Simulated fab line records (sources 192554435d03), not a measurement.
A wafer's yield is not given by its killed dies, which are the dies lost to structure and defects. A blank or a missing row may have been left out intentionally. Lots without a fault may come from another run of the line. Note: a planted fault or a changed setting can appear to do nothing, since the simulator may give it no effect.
Which tool was responsible? | flow n5_finfet | Sampling: 10 lots, 28 wafers, 5 of 1938 route steps

## WHAT THE GAUGES SHOWED, per wafer
N5_SDB_OVL_MEAS_12. Usual: SDB_OVL gives -0.4 nm (standard deviation 0.77).
lot  | measured    | on         | SDB_OVL (nm)   | flag
L922 | day 3 19:14 | overlay-01 | 0.3 -0.8 -0.9  |
L923 | day 3 22:12 | overlay-02 | -1.6 -1.4 -0.4 |
L928 | day 5 05:50 | overlay-02 | -1.6 -1.6 -1.4 |
L929 | day 5 12:50 | overlay-01 | -0.7 -1.4 -0.8 |
L930 | day 5 20:27 | overlay-02 | 0.7 -0.1 -0.4  |
L931 | day 6 02:55 | overlay-02 | -1.3 0.1 -0.8  |
L933 | day 6 12:26 | overlay-01 | -0.5 -0.4 0.3  |
L934 | day 7 00:56 | overlay-01 | -0.1 0.2 -1.1  |
L940 | day 8 09:35 | overlay-02 | -1.0 -0.9      |
L941 | day 8 12:11 | overlay-01 | 0.0 -2.0       |

N5_BEOL_M4_RC_MEAS_101. Usual: DIBL_N 35.9 mV/V, standard deviation 1.8; DIBL_P 36.2 mV/V, standard deviation 2; IOFF_N 0.16 nA/um, standard deviation 0.031; IOFF_P 0.22 nA/um, standard deviation 0.041; ION_N 676 uA/um, standard deviation 11; ION_P 465 uA/um, standard deviation 8.5; SS_N 71.4 mV/dec, standard deviation 0.64; SS_P 73.2 mV/dec, standard deviation 0.7; VT_N 250 mV, standard deviation 3.5; VT_P -250 mV, standard deviation 3.9.
lot  | measured     | on        | DIBL_N (mV/V)  | DIBL_P (mV/V)  | IOFF_N (nA/um) | IOFF_P (nA/um) | ION_N (uA/um) | ION_P (uA/um) | SS_N (mV/dec)  | SS_P (mV/dec)  | VT_N (mV)   | VT_P (mV)      | flag
L922 | day 8 04:23  | prober-01 | 35.4 36.9 35.3 | 35.3 37.8 34.9 | 0.13 0.17 0.14 | 0.22 0.29 0.23 | 672 694 674   | 466 484 476   | 71.4 71.1 70.7 | 72.4 73.3 73.0 | 255 249 252 | -249 -244 -246 |
L923 | day 8 04:22  | prober-02 | 35.3 34.0 35.9 | 37.7 35.3 37.8 | 0.15 0.13 0.16 | 0.21 0.18 0.22 | 681 657 688   | 472 456 467   | 70.8 70.9 70.8 | 73.5 73.1 73.5 | 250 253 251 | -250 -252 -249 |
L928 | day 9 11:10  | prober-02 | 36.7 38.2 37.1 | 36.8 39.8 37.2 | 0.15 0.19 0.15 | 0.18 0.24 0.20 | 670 684 666   | 456 464 458   | 70.9 71.9 70.8 | 73.6 73.7 73.7 | 252 248 251 | -256 -250 -253 |
L929 | day 9 22:11  | prober-01 | 34.1 36.5 36.3 | 32.5 35.7 35.0 | 0.12 0.17 0.16 | 0.19 0.24 0.22 | 672 682 675   | 468 464 459   | 71.3 71.4 71.6 | 72.5 73.8 72.7 | 253 247 249 | -250 -247 -247 |
L930 | day 10 15:37 | prober-01 | 34.9 35.7 34.9 | 37.0 37.8 37.7 | 0.15 0.17 0.15 | 0.21 0.23 0.23 | 687 681 675   | 466 467 468   | 71.2 72.0 71.4 | 73.0 73.2 73.7 | 249 251 249 | -249 -249 -249 |
L931 | day 10 02:59 | prober-01 | 36.3 36.3 36.5 | 36.6 36.9 36.9 | 0.16 0.16 0.16 | 0.25 0.26 0.25 | 678 673 688   | 470 465 477   | 70.6 71.3 71.2 | 73.6 72.8 72.9 | 247 249 249 | -242 -245 -246 |
L933 | day 11 02:14 | prober-01 | 36.9 35.8 37.7 | 35.8 34.5 36.8 | 0.16 0.14 0.17 | 0.21 0.19 0.23 | 675 665 680   | 461 453 463   | 72.6 71.9 71.8 | 73.1 73.6 73.5 | 249 251 249 | -250 -252 -247 |
L934 | day 11 03:49 | prober-02 | 35.2 35.5 32.4 | 36.3 36.5 32.3 | 0.16 0.17 0.11 | 0.22 0.22 0.17 | 689 673 650   | 471 463 456   | 71.2 71.4 71.5 | 74.0 74.3 72.7 | 249 247 256 | -249 -249 -249 |
L940 | day 12 20:49 | prober-02 | 42.1 38.0      | 43.3 38.1      | 0.29 0.18      | 0.37 0.27      | 712 676       | 481 472       | 71.9 71.4      | 74.9 73.8      | 239 246     | -239 -244      |
L941 | day 13 03:08 | prober-01 | 38.3 37.5      | 39.0 37.9      | 0.20 0.18      | 0.26 0.24      | 685 678       | 476 464       | 72.2 72.2      | 73.0 73.7      | 246 248     | -246 -247      |

## WHICH TOOL RAN EACH LOT (tool, then ch and the chambers of the sampled wafers, then the start)
lot  | N5_SD_EPI_P_ETCH_47               | N5_ILD0_LINER_00                 | N5_ILD0_ALD_15
L922 | rie_diel-04 ch 0,1,2, day 3 06:32 | ald_sin-04 ch 1,2,3, day 3 12:29 | ald_sin-01 ch 1,2, day 3 16:11
L923 | rie_diel-06 ch 0,2, day 3 11:28   | ald_sin-02 ch 0,1,2, day 3 15:27 | ald_sin-01 ch 0,2,3, day 3 19:10
L928 | rie_diel-04 ch 0,1,3, day 4 17:31 | ald_sin-02 ch 0,1,3, day 4 22:41 | ald_sin-02 ch 2,3, day 5 02:47
L929 | rie_diel-04 ch 0,1,3, day 4 23:56 | ald_sin-02 ch 2,3, day 5 06:04   | ald_sin-02 ch 2,3, day 5 09:49
L930 | rie_diel-06 ch 0,1,2, day 5 07:31 | ald_sin-04 ch 0,1,2, day 5 13:34 | ald_sin-02 ch 0,1,2, day 5 17:25
L931 | rie_diel-06 ch 1,2,3, day 5 14:07 | ald_sin-02 ch 0,2,3, day 5 20:06 | ald_sin-04 ch 0,1,3, day 5 23:50
L933 | rie_diel-04 ch 0,2,3, day 6 00:19 | ald_sin-04 ch 1,2, day 6 04:41   | ald_sin-02 ch 0,2,3, day 6 09:22
L934 | rie_diel-04 ch 0,1, day 6 14:09   | ald_sin-02 ch 1,2,3, day 6 18:09 | ald_sin-04 ch 1,2,3, day 6 21:52
L940 | rie_diel-06 ch 0,3, day 7 21:23   | ald_sin-02 ch 0,3, day 8 02:35   | ald_sin-02 ch 1,3, day 8 06:32
L941 | rie_diel-06 ch 3, day 8 00:25     | ald_sin-02 ch 0,3, day 8 05:14   | ald_sin-02 ch 1,3, day 8 09:09
- N5_SD_EPI_P_ETCH_47: etches SiOCN in CH3F/O2, target depth 25 nm.
- N5_ILD0_LINER_00: material SiNx, target thk 4 nm, pulse time 1 s, purge time 2 s.
- N5_ILD0_ALD_15: deposits SiNx, target thk 24 nm, pulse time 1 s, ald cycles 480.

## WHAT THE TOOLS THEMSELVES READ (means of the sampled wafers that have a number; where no wafer has one, the mark that the record gives instead)
N5_SD_EPI_P_ETCH_47. Usual: drypump_motor_current_A 5.6 A, standard deviation 0.41; oes_product_au 0.77 a.u., standard deviation 0.07; rf_fwd_power_W 408.3 W, standard deviation 1.3; rf_vpp_V 127.7 V, standard deviation 2; showerhead_plenum_p_Torr 2.02 Torr, standard deviation 0.081; throttle_valve_pct 16.37 %, standard deviation 0.2.
lot  | tool        | drypump_motor_current_A (A) | oes_product_au (a.u.) | rf_fwd_power_W (W) | rf_vpp_V (V) | showerhead_plenum_p_Torr (Torr) | throttle_valve_pct (%) | flag
L922 | rie_diel-04 | 5.6                         | 0.82                  | 408.6              | 127.6        | 2.07                            | 16.35                  |
L923 | rie_diel-06 | 5.3                         | 0.74                  | 407.6              | 126.0        | 2.02                            | 16.47                  |
L928 | rie_diel-04 | 5.6                         | 0.74                  | 408.8              | 128.2        | 2.07                            | 16.47                  |
L929 | rie_diel-04 | 5.6                         | 0.74                  | 409.1              | 129.1        | 2.07                            | 16.47                  |
L930 | rie_diel-06 | 5.3                         | 0.74                  | 407.7              | 126.6        | 1.93                            | 16.36                  |
L931 | rie_diel-06 | 5.5                         | 0.75                  | 407.9              | 126.5        | 1.90                            | 16.36                  |
L933 | rie_diel-04 | 5.7                         | 0.78                  | 408.7              | 127.7        | 2.06                            | 16.29                  |
L934 | rie_diel-04 | 5.3                         | 0.75                  | 409.0              | 129.9        | 2.08                            | 16.51                  |
L940 | rie_diel-06 | 5.8                         | 0.72                  | 407.7              | 126.6        | 2.02                            | 16.51                  |
L941 | rie_diel-06 | 6.2                         | 0.72                  | 407.5              | 127.5        | 1.97                            | 16.48                  |

N5_ILD0_LINER_00. Usual: heater_power_w 788 W, standard deviation 86; precursor_pulse_height_rel 1.001, standard deviation 0.017; susceptor_temp_C 399.99 C, standard deviation 0.21.
lot  | tool       | heater_power_w (W) | precursor_pulse_height_rel | susceptor_temp_C (C) | flag
L922 | ald_sin-04 | 837                | 0.999                      | 399.98               |
L923 | ald_sin-02 | 786                | 0.998                      | 400.08               |
L928 | ald_sin-02 | 777                | 1.031                      | 399.95               |
L929 | ald_sin-02 | 714                | 0.997                      | 399.84               |
L930 | ald_sin-04 | 801                | 0.987                      | 400.00               |
L931 | ald_sin-02 | 784                | 1.014                      | 399.94               |
L933 | ald_sin-04 | 770                | 0.994                      | 399.75               |
L934 | ald_sin-02 | 715                | 0.995                      | 399.96               |
L940 | ald_sin-02 | 836                | 0.986                      | 399.93               |
L941 | ald_sin-02 | 840                | 0.994                      | 400.26               |

N5_ILD0_ALD_15. Usual: heater_power_w 798 W, standard deviation 82; precursor_pulse_height_rel 0.999, standard deviation 0.021; susceptor_temp_C 400.00 C, standard deviation 0.23.
lot  | tool       | heater_power_w (W) | precursor_pulse_height_rel | susceptor_temp_C (C) | flag
L922 | ald_sin-01 | 796                | 0.980                      | 400.02               |
L923 | ald_sin-01 | 832                | 1.003                      | 399.96               |
L928 | ald_sin-02 | 722                | 1.008                      | 400.21               |
L929 | ald_sin-02 | 725                | 1.004                      | 400.00               |
L930 | ald_sin-02 | 789                | 0.980                      | 399.84               |
L931 | ald_sin-04 | 854                | 1.003                      | 400.17               |
L933 | ald_sin-02 | 800                | 0.997                      | 400.24               |
L934 | ald_sin-04 | 825                | 0.996                      | 400.10               |
L940 | ald_sin-02 | 718                | 1.003                      | 400.19               |
L941 | ald_sin-02 | 716                | 1.004                      | 399.87               |

## THE ANSWER, worked out from the rows above alone
Rule: a lot is off if the mean of its wafers that have a number lies more than 3 standard deviations from the usual mean. Also off: a lot with no number at a reading for which 4 or more lots have one. All remaining lots with rows at the step are treated as sound. The gauges are gone through in route order, then the tools' own readings, and for those a lot's mean is taken as printed above. The first step at which some lot is off is used, and at that step the reading that is off furthest; a lot without a number counts as furthest.
No lot is off at any reading shown: from this, nothing can be told.

## WHAT THE SIMULATOR HAD INSERTED
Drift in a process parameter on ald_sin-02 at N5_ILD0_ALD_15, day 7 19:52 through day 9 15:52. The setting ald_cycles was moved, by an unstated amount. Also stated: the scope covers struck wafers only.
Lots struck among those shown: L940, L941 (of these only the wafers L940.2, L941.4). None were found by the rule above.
